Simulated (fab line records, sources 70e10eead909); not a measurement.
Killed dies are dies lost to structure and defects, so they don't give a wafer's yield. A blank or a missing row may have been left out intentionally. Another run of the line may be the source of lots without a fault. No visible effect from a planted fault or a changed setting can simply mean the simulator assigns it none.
Which tool is to blame? / flow nand harc / 12 lots, 36 wafers sampled, at 4 steps of a route of 1302

== WHAT EACH GAUGE READ, for each wafer ==
The record holds no reading of a measuring or inspecting step that can be judged against a usual standard deviation.

== EACH LOT AND THE TOOL THAT RAN IT (in order: tool; ch and the chambers of the sampled wafers; start) ==
lot=L457; NHARC_A_STAIRCASE_ETCH_444=rie diel-09 ch 2,3, day 19 07:40; NHARC_A_STAIRCASE_STRIP_475=rie diel-09 ch 0,2, day 19 13:59; NHARC_A_SGD_CUT_EXPOSE_06=arfi scanner-02 ch 0, day 19 15:28; NHARC_A_SGD_CUT_DESCUM_14=rie diel-10 ch 1,2, day 19 15:47
lot=L460; NHARC_A_STAIRCASE_ETCH_444=rie diel-09 ch 0,1, day 20 16:15; NHARC_A_STAIRCASE_STRIP_475=rie diel-09 ch 2,3, day 20 23:53 or earlier; NHARC_A_SGD_CUT_EXPOSE_06=arfi scanner-01 ch 0, day 20 23:53; NHARC_A_SGD_CUT_DESCUM_14=rie diel-11 ch 0,1,3, day 21 00:14
lot=L461; NHARC_A_STAIRCASE_ETCH_444=rie diel-13 ch 0,2,3, day 21 04:10; NHARC_A_STAIRCASE_STRIP_475=rie diel-09 ch 0,2,3, day 21 10:23 or earlier; NHARC_A_SGD_CUT_EXPOSE_06=arfi scanner-03 ch 0, day 21 10:23; NHARC_A_SGD_CUT_DESCUM_14=rie diel-10 ch 0,1,2, day 21 10:44
lot=L462; NHARC_A_STAIRCASE_ETCH_444=rie diel-04 ch 1,2, day 21 18:32; NHARC_A_STAIRCASE_STRIP_475=rie diel-04 ch 0,1, day 22 02:26 or earlier; NHARC_A_SGD_CUT_EXPOSE_06=arfi scanner-01 ch 0, day 22 02:26; NHARC_A_SGD_CUT_DESCUM_14=rie diel-11 ch 0,3, day 22 02:46
lot=L467; NHARC_A_STAIRCASE_ETCH_444=rie diel-13 ch 2,3, day 23 14:07; NHARC_A_STAIRCASE_STRIP_475=rie diel-09 ch 0,3, day 23 21:11 or earlier; NHARC_A_SGD_CUT_EXPOSE_06=arfi scanner-01 ch 0, day 23 21:11; NHARC_A_SGD_CUT_DESCUM_14=rie diel-10 ch 1,2,3, day 23 21:31
lot=L469; NHARC_A_STAIRCASE_ETCH_444=rie diel-09 ch 0,1,3, day 23 20:54; NHARC_A_STAIRCASE_STRIP_475=rie diel-13 ch 2,3, day 24 04:45 or earlier; NHARC_A_SGD_CUT_EXPOSE_06=arfi scanner-03 ch 0, day 24 04:45; NHARC_A_SGD_CUT_DESCUM_14=rie diel-06 ch 1,2,3, day 24 05:05
lot=L470; NHARC_A_STAIRCASE_ETCH_444=rie diel-04 ch 1,2, day 24 20:17; NHARC_A_STAIRCASE_STRIP_475=rie diel-04 ch 0,3, day 25 03:25 or earlier; NHARC_A_SGD_CUT_EXPOSE_06=arfi scanner-02 ch 0, day 25 03:25; NHARC_A_SGD_CUT_DESCUM_14=rie diel-10 ch 0,1,3, day 25 03:45
lot=L472; NHARC_A_STAIRCASE_ETCH_444=rie diel-13 ch 2,3, day 25 19:22; NHARC_A_STAIRCASE_STRIP_475=rie diel-09 ch 0,2,3, day 26 03:55 or earlier; NHARC_A_SGD_CUT_EXPOSE_06=arfi scanner-02 ch 0, day 26 03:55; NHARC_A_SGD_CUT_DESCUM_14=rie diel-11 ch 0,2,3, day 26 04:14
lot=L473; NHARC_A_STAIRCASE_ETCH_444=rie diel-04 ch 0,2,3, day 25 20:07; NHARC_A_STAIRCASE_STRIP_475=rie diel-04 ch 1,2, day 26 02:51 or earlier; NHARC_A_SGD_CUT_EXPOSE_06=arfi scanner-02 ch 0, day 26 02:51; NHARC_A_SGD_CUT_DESCUM_14=rie diel-11 ch 0,2,3, day 26 03:11
lot=L476; NHARC_A_STAIRCASE_ETCH_444=rie diel-13 ch 1,2,3, day 27 00:58; NHARC_A_STAIRCASE_STRIP_475=rie diel-13 ch 0,1,2, day 27 08:08 or earlier; NHARC_A_SGD_CUT_EXPOSE_06=arfi scanner-02 ch 0, day 27 08:08; NHARC_A_SGD_CUT_DESCUM_14=rie diel-06 ch 0,1,2, day 27 08:28
lot=L477; NHARC_A_STAIRCASE_ETCH_444=rie diel-13 ch 0,1,3, day 27 12:50; NHARC_A_STAIRCASE_STRIP_475=rie diel-13 ch 1,2,3, day 27 19:26 or earlier; NHARC_A_SGD_CUT_EXPOSE_06=arfi scanner-02 ch 0, day 27 19:26; NHARC_A_SGD_CUT_DESCUM_14=rie diel-11 ch 1,3, day 27 19:46
lot=L479; NHARC_A_STAIRCASE_ETCH_444=rie diel-13 ch 1,2,3, day 28 14:34; NHARC_A_STAIRCASE_STRIP_475=rie diel-09 ch 1,2,3, day 28 21:16 or earlier; NHARC_A_SGD_CUT_EXPOSE_06=arfi scanner-01 ch 0, day 28 21:16; NHARC_A_SGD_CUT_DESCUM_14=rie diel-10 ch 2,3, day 28 21:36
- NHARC_A_STAIRCASE_ETCH_444: etches the open film in C4F8/O2, target depth 20400 nm, time 6800 s.
- NHARC_A_STAIRCASE_STRIP_475: strips in O2, time 20 s.
- NHARC_A_SGD_CUT_EXPOSE_06: exposes mask SGD.
- NHARC_A_SGD_CUT_DESCUM_14: chemistry O2, time 3 s.

== WHAT THE TOOLS THEMSELVES READ (means of the sampled wafers that have a number; where no wafer has one, the mark that the record gives instead) ==
NHARC_A_STAIRCASE_ETCH_444.
lot=L457; tool=rie diel-09; oes product au (a.u.)=0.919; rf fwd power W (W)=599.7; rf vpp V (V)=808
lot=L460; tool=rie diel-09; oes product au (a.u.)=0.915; rf fwd power W (W)=599.2; rf vpp V (V)=810
lot=L461; tool=rie diel-13; oes product au (a.u.)=0.919; rf fwd power W (W)=601.0; rf vpp V (V)=810
lot=L462; tool=rie diel-04; oes product au (a.u.)=0.927; rf fwd power W (W)=598.4; rf vpp V (V)=800
lot=L467; tool=rie diel-13; oes product au (a.u.)=0.947; rf fwd power W (W)=599.8; rf vpp V (V)=812
lot=L469; tool=rie diel-09; oes product au (a.u.)=0.922; rf fwd power W (W)=598.5; rf vpp V (V)=806
lot=L470; tool=rie diel-04; oes product au (a.u.)=0.965; rf fwd power W (W)=599.8; rf vpp V (V)=812
lot=L472; tool=rie diel-13; oes product au (a.u.)=0.943; rf fwd power W (W)=600.3; rf vpp V (V)=811
lot=L473; tool=rie diel-04; oes product au (a.u.)=0.938; rf fwd power W (W)=599.7; rf vpp V (V)=809
lot=L476; tool=rie diel-13; oes product au (a.u.)=0.933; rf fwd power W (W)=599.3; rf vpp V (V)=807
lot=L477; tool=rie diel-13; oes product au (a.u.)=0.926; rf fwd power W (W)=598.4; rf vpp V (V)=805
lot=L479; tool=rie diel-13; oes product au (a.u.)=0.949; rf fwd power W (W)=599.7; rf vpp V (V)=806

NHARC_A_STAIRCASE_STRIP_475.
lot=L457; tool=rie diel-09; drypump motor current A (A)=6.2; o2 flow sccm (sccm)=499.8; oes product au (a.u.)=0.991; rf vpp V (V)=58.5; showerhead plenum p Torr (Torr)=3.68; throttle valve pct (%)=17.037
lot=L460; tool=rie diel-09; drypump motor current A (A)=5.7; o2 flow sccm (sccm)=499.4; oes product au (a.u.)=0.983; rf vpp V (V)=56.8; showerhead plenum p Torr (Torr)=3.50; throttle valve pct (%)=17.039
lot=L461; tool=rie diel-09; drypump motor current A (A)=5.9; o2 flow sccm (sccm)=499.6; oes product au (a.u.)=0.996; rf vpp V (V)=58.5; showerhead plenum p Torr (Torr)=3.60; throttle valve pct (%)=17.041
lot=L462; tool=rie diel-04; drypump motor current A (A)=5.6; o2 flow sccm (sccm)=499.8; oes product au (a.u.)=1.004; rf vpp V (V)=57.5; showerhead plenum p Torr (Torr)=3.63; throttle valve pct (%)=17.044
lot=L467; tool=rie diel-09; drypump motor current A (A)=5.8; o2 flow sccm (sccm)=500.1; oes product au (a.u.)=0.998; rf vpp V (V)=57.8; showerhead plenum p Torr (Torr)=3.63; throttle valve pct (%)=17.036
lot=L469; tool=rie diel-13; drypump motor current A (A)=5.2; o2 flow sccm (sccm)=500.6; oes product au (a.u.)=1.015; rf vpp V (V)=57.9; showerhead plenum p Torr (Torr)=3.65; throttle valve pct (%)=17.028
lot=L470; tool=rie diel-04; drypump motor current A (A)=6.0; o2 flow sccm (sccm)=499.4; oes product au (a.u.)=1.017; rf vpp V (V)=57.4; showerhead plenum p Torr (Torr)=3.46; throttle valve pct (%)=17.039
lot=L472; tool=rie diel-09; drypump motor current A (A)=5.9; o2 flow sccm (sccm)=501.2; oes product au (a.u.)=1.004; rf vpp V (V)=57.3; showerhead plenum p Torr (Torr)=3.58; throttle valve pct (%)=17.038
lot=L473; tool=rie diel-04; drypump motor current A (A)=5.5; o2 flow sccm (sccm)=500.5; oes product au (a.u.)=0.985; rf vpp V (V)=58.4; showerhead plenum p Torr (Torr)=3.68; throttle valve pct (%)=17.042
lot=L476; tool=rie diel-13; drypump motor current A (A)=5.6; o2 flow sccm (sccm)=500.3; oes product au (a.u.)=1.014; rf vpp V (V)=58.1; showerhead plenum p Torr (Torr)=3.46; throttle valve pct (%)=17.042
lot=L477; tool=rie diel-13; drypump motor current A (A)=5.4; o2 flow sccm (sccm)=499.8; oes product au (a.u.)=1.011; rf vpp V (V)=57.9; showerhead plenum p Torr (Torr)=3.53; throttle valve pct (%)=17.031
lot=L479; tool=rie diel-09; drypump motor current A (A)=5.8; o2 flow sccm (sccm)=500.6; oes product au (a.u.)=0.999; rf vpp V (V)=57.0; showerhead plenum p Torr (Torr)=3.46; throttle valve pct (%)=17.035

NHARC_A_SGD_CUT_EXPOSE_06.
lot=L457; tool=arfi scanner-02; exposure dose mJ cm2=85.60
lot=L460; tool=arfi scanner-01; exposure dose mJ cm2=85.66
lot=L461; tool=arfi scanner-03; exposure dose mJ cm2=85.54
lot=L462; tool=arfi scanner-01; exposure dose mJ cm2=85.58
lot=L467; tool=arfi scanner-01; exposure dose mJ cm2=85.65
lot=L469; tool=arfi scanner-03; exposure dose mJ cm2=85.64
lot=L470; tool=arfi scanner-02; exposure dose mJ cm2=85.70
lot=L472; tool=arfi scanner-02; exposure dose mJ cm2=85.65
lot=L473; tool=arfi scanner-02; exposure dose mJ cm2=85.67
lot=L476; tool=arfi scanner-02; exposure dose mJ cm2=87.36
lot=L477; tool=arfi scanner-02; exposure dose mJ cm2=87.09
lot=L479; tool=arfi scanner-01; exposure dose mJ cm2=85.52

NHARC_A_SGD_CUT_DESCUM_14.
lot=L457; tool=rie diel-10; drypump motor current A (A)=5.0; o2 flow sccm (sccm)=199.8; oes product au (a.u.)=0.997; rf vpp V (V)=57.4; showerhead plenum p Torr (Torr)=1.90; throttle valve pct (%)=11.307
lot=L460; tool=rie diel-11; drypump motor current A (A)=5.6; o2 flow sccm (sccm)=199.4; oes product au (a.u.)=0.995; rf vpp V (V)=58.4; showerhead plenum p Torr (Torr)=1.96; throttle valve pct (%)=11.313
lot=L461; tool=rie diel-10; drypump motor current A (A)=5.3; o2 flow sccm (sccm)=199.9; oes product au (a.u.)=0.994; rf vpp V (V)=57.9; showerhead plenum p Torr (Torr)=1.94; throttle valve pct (%)=11.308
lot=L462; tool=rie diel-11; drypump motor current A (A)=5.5; o2 flow sccm (sccm)=200.8; oes product au (a.u.)=1.000; rf vpp V (V)=56.9; showerhead plenum p Torr (Torr)=2.00; throttle valve pct (%)=11.320
lot=L467; tool=rie diel-10; drypump motor current A (A)=5.3; o2 flow sccm (sccm)=199.8; oes product au (a.u.)=1.002; rf vpp V (V)=58.1; showerhead plenum p Torr (Torr)=1.91; throttle valve pct (%)=11.315
lot=L469; tool=rie diel-06; drypump motor current A (A)=5.7; o2 flow sccm (sccm)=199.8; oes product au (a.u.)=1.005; rf vpp V (V)=57.9; showerhead plenum p Torr (Torr)=1.86; throttle valve pct (%)=11.309
lot=L470; tool=rie diel-10; drypump motor current A (A)=5.6; o2 flow sccm (sccm)=199.6; oes product au (a.u.)=1.000; rf vpp V (V)=57.8; showerhead plenum p Torr (Torr)=1.96; throttle valve pct (%)=11.308
lot=L472; tool=rie diel-11; drypump motor current A (A)=5.9; o2 flow sccm (sccm)=199.7; oes product au (a.u.)=1.010; rf vpp V (V)=57.5; showerhead plenum p Torr (Torr)=1.99; throttle valve pct (%)=11.310
lot=L473; tool=rie diel-11; drypump motor current A (A)=5.9; o2 flow sccm (sccm)=200.3; oes product au (a.u.)=1.001; rf vpp V (V)=57.9; showerhead plenum p Torr (Torr)=1.99; throttle valve pct (%)=11.309
lot=L476; tool=rie diel-06; drypump motor current A (A)=5.7; o2 flow sccm (sccm)=200.2; oes product au (a.u.)=0.978; rf vpp V (V)=57.5; showerhead plenum p Torr (Torr)=1.92; throttle valve pct (%)=11.305
lot=L477; tool=rie diel-11; drypump motor current A (A)=5.7; o2 flow sccm (sccm)=200.3; oes product au (a.u.)=1.005; rf vpp V (V)=57.5; showerhead plenum p Torr (Torr)=1.91; throttle valve pct (%)=11.319
lot=L479; tool=rie diel-10; drypump motor current A (A)=5.4; o2 flow sccm (sccm)=200.2; oes product au (a.u.)=1.005; rf vpp V (V)=58.4; showerhead plenum p Torr (Torr)=1.89; throttle valve pct (%)=11.312

== THE ANSWER, worked out from the rows above alone ==
Rule: usual is defined by the lots themselves. Put in order of their means at a reading, lots are off if they are a third of the lots or fewer, leave a main group of 4 or more, and stand apart from it by a gap of 3 or more times the standard deviation of the main group's means; of several such gaps the widest counts. Not used: any main group whose means are identical at the precision the tables above print for the reading. Also off: a lot with no number at a reading for which 4 or more lots have one. The other lots that the step has rows for count as sound. First the gauges in route order, then the tools' own readings, where a lot's mean is used as printed above. At the first step where some lot is off, the reading lying furthest off is the one used; lots without a number count as furthest.
Off, at NHARC_A_SGD_CUT_EXPOSE_06 on exposure dose mJ cm2: L476, L477. Mean 85.62 and standard deviation 0.056 in the main group.
If a tool, at that step or one of the process steps before it, ran each lot that is off and ran no sound lot following the first of them, it fits. NHARC_A_STAIRCASE_STRIP_475: start missing for some lots; hours and lot order therefore follow NHARC_A_SGD_CUT_EXPOSE_06. Undecided on this evidence; 2 tools fit (rie diel-13 at NHARC_A_STAIRCASE_STRIP_475, arfi scanner-02 at NHARC_A_SGD_CUT_EXPOSE_06).

== WHAT THE SIMULATOR HAD PUT IN ==
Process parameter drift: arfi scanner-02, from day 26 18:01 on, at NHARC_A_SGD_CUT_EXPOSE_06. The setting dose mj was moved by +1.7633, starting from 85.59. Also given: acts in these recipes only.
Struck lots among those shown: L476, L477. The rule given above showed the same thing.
